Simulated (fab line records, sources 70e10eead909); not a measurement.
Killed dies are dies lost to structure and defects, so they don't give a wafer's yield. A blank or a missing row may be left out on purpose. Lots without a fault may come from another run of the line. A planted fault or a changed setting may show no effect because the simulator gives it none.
A struck lot beside a sound one | flow nand_harc | 30 steps out of a route of 1159
Sound: wafers L382.1, L382.3, L382.6. Struck: wafer L384.1. (L384.6 of the same lot was not struck and is left out.) The cause comes at the end.
At each step with rows: each side's tool, then ch and its chambers, then its first start. Under that, the readings that differ: sound wafers | struck wafers | difference of the means | sigmas: that difference in standard deviations of wafers without a fault.
alike: readings whose means differ by less than 2 such deviations, and words and numbers that are the same on both sides. not compared: withheld readings, readings that some wafer has no value for, bounds like >300 that may hide the same value, and numbers for which the record gives no deviation and whose values overlap.
The two part at a step that has a row with sigmas, a row that says differs or no value, or rows on one side only. Numbers that don't overlap but have no deviation are shown without sigmas and don't part them. A reading that every wafer of one side lacks parts them only if that side has two wafers or more.

NHARC_A_CONTACT_ETCH_139: etches the open film in C4F8/O2/Ar, time 137 s, target depth 590 nm.
  sound on har_cap_etch-03 ch 0,1, day 18 08:26; struck on har_cap_etch-01 ch 0, day 20 06:19
  not compared: rf_hours_counter_h
NHARC_A_CONTACT_ETCH_92: etches the open film in CH3F/O2, target depth 40 nm, time 85.7 s.
  sound on rie_diel-13 ch 1,3, day 18 08:51; struck on rie_diel-03 ch 1, day 20 06:40
  reading      | sound             | struck | difference | sigmas
  rf_vpp_V (V) | 239.8 242.8 241.5 | 245.7  | +4.3       | +2
  alike: ch3f_flow_sccm, drypump_motor_current_A, oes_product_au, rf_fwd_power_W, showerhead_plenum_p_Torr, throttle_valve_pct
  not compared: rf_hours_counter_h
NHARC_A_CONTACT_ETCH_98: etches the open film in C4F6/O2, target depth 20 nm, time 10 s.
  sound on rie_diel-13 ch 0,1,2; struck on rie_diel-03 ch 1
  reading                     | sound       | struck | difference | sigmas
  drypump_motor_current_A (A) | 5.8 5.2 5.9 | 6.4    | +0.8       | +2
  alike: oes_product_au, rf_fwd_power_W, rf_vpp_V, showerhead_plenum_p_Torr, throttle_valve_pct
  not compared: rf_hours_counter_h
NHARC_A_CONTACT_CD_MEAS_15:
  sound on cd_sem-02, day 18 09:03; struck on cd_sem-02, day 20 06:56
  alike: cd_nm
then, 6 steps without rows for these wafers: NHARC_A_CONTACT_STRIP_107 (strips in N2/H2); NHARC_A_CONTACT_STRIP_108 (strips in CF4/CHF3); NHARC_A_CONTACT_STRIP_109 (strips in O2/COS); NHARC_A_CONTACT_ETCH_110 (etches the open film in CF4/O2, target depth 50 nm, overetch 5 nm, time 27.5 s); NHARC_A_CONTACT_STRIP_26 (strips in O2); NHARC_A_CONTACT_STRIP_27 (strips in post etch residue remover, time 600 s).
NHARC_A_CONTACT_ALD_18: deposits TiN, target thk 3 nm, pulse time 1 s, ald cycles 150.
  sound on ald_metal-02 ch 0,2,3, day 18 10:17; struck on ald_metal-02 ch 1, day 20 07:52
  alike: heater_power_w, precursor_pulse_height_rel
then, 1 step without rows for these wafers: NHARC_A_CONTACT_CVD_19 (deposits W, target thk 300 nm, time 802 s).
NHARC_A_CONTACT_CMP_20: polishes, t overpolish 30 s, target thk 300 nm.
  sound on cmp-04 ch 1,2,3, day 18 11:24; struck on cmp-04 ch 1, day 20 12:17
  alike: motor_current_A, overpolish_run_s, time_to_endpoint_s
then, 1 step without rows for these wafers: NHARC_A_CONTACT_SRD_22.
NHARC_A_CONTACT_INSPECT_23:
  sound on defect_inspect-01, day 18 11:46; struck on defect_inspect-02, day 20 12:38
  reading          | sound       | struck | difference | sigmas
  raw_defect_count | 498 382 525 | 831    | +363       | +3
then, 10 steps without rows for these wafers: NHARC_A_BLC_DEHYDRATE_00 (time 120 s); NHARC_A_BLC_HMDS_01 (time 30 s); NHARC_A_BLC_COAT_02 (time 75 s); NHARC_A_BLC_COAT_03 (time 65 s); NHARC_A_BLC_COAT_04 (resist thk 90 nm); NHARC_A_BLC_SOFTBAKE_05 (time 55 s); NHARC_A_BLC_EBR_06; NHARC_A_BLC_EXPOSE_07 (exposes mask A BLC, target cd 100 nm); NHARC_A_BLC_PEB_08 (peb time 65 s); NHARC_A_BLC_DEVELOP_09 (develop time 35 s).
NHARC_A_BLC_CD_MEAS_10: target cd 100 nm.
  sound on cd_sem-01 ch 0, day 18 12:16; struck on cd_sem-01 ch 0, day 20 13:09
  reading    | sound           | struck | difference | sigmas
  cd_nm (nm) | 99.6 100.2 99.2 | 101.4  | +1.7       | +3
NHARC_A_BLC_OVL_MEAS_11:
  sound on overlay-02, day 18 12:22; struck on overlay-02, day 20 13:14
  alike: overlay_x_nm, overlay_y_nm
NHARC_A_BLC_INSPECT_12:
  sound on defect_inspect-02, day 18 12:24; struck on defect_inspect-01, day 20 13:17
  reading          | sound    | struck | difference | sigmas
  raw_defect_count | 11 10 17 | 464    | +451       | +38
NHARC_A_BLC_DESCUM_15: chemistry O2, time 3 s.
  sound on rie_diel-10 ch 0,3, day 18 12:28; struck on rie_diel-02 ch 2, day 20 13:22
  reading                         | sound          | struck | difference | sigmas
  rf_vpp_V (V)                    | 56.6 57.7 56.5 | 58.9   | +2.0       | +2
  showerhead_plenum_p_Torr (Torr) | 1.80 1.94 1.80 | 2.04   | +0.19      | +3
  alike: drypump_motor_current_A, oes_product_au, throttle_valve_pct
  not compared: rf_hours_counter_h
-- the record jumps here: 2 days lie between the struck wafers' starts before and after (it left off in module A_BLC and takes up again in module END, whose first step shown is number 1159 of the route) --
NHARC_END_SORT_01:
  sound on prober-02 ch 0, day 21 00:20; struck on prober-02 ch 0, day 22 14:10
  reading         | sound    | struck | difference | sigmas
  killed_at_array | 9 9 16   | 338    | +327       | +38
  killed_at_other | 0 0 0    | 3      | +3         | +2
  killed_dies     | 13 13 17 | 342    | +328       | +37
  alike: killed_at_periphery, killed_open, killed_short

WHERE THEY PART
First at NHARC_A_CONTACT_ETCH_92; last, within this record, at NHARC_END_SORT_01.

WHY: what the simulator had put in
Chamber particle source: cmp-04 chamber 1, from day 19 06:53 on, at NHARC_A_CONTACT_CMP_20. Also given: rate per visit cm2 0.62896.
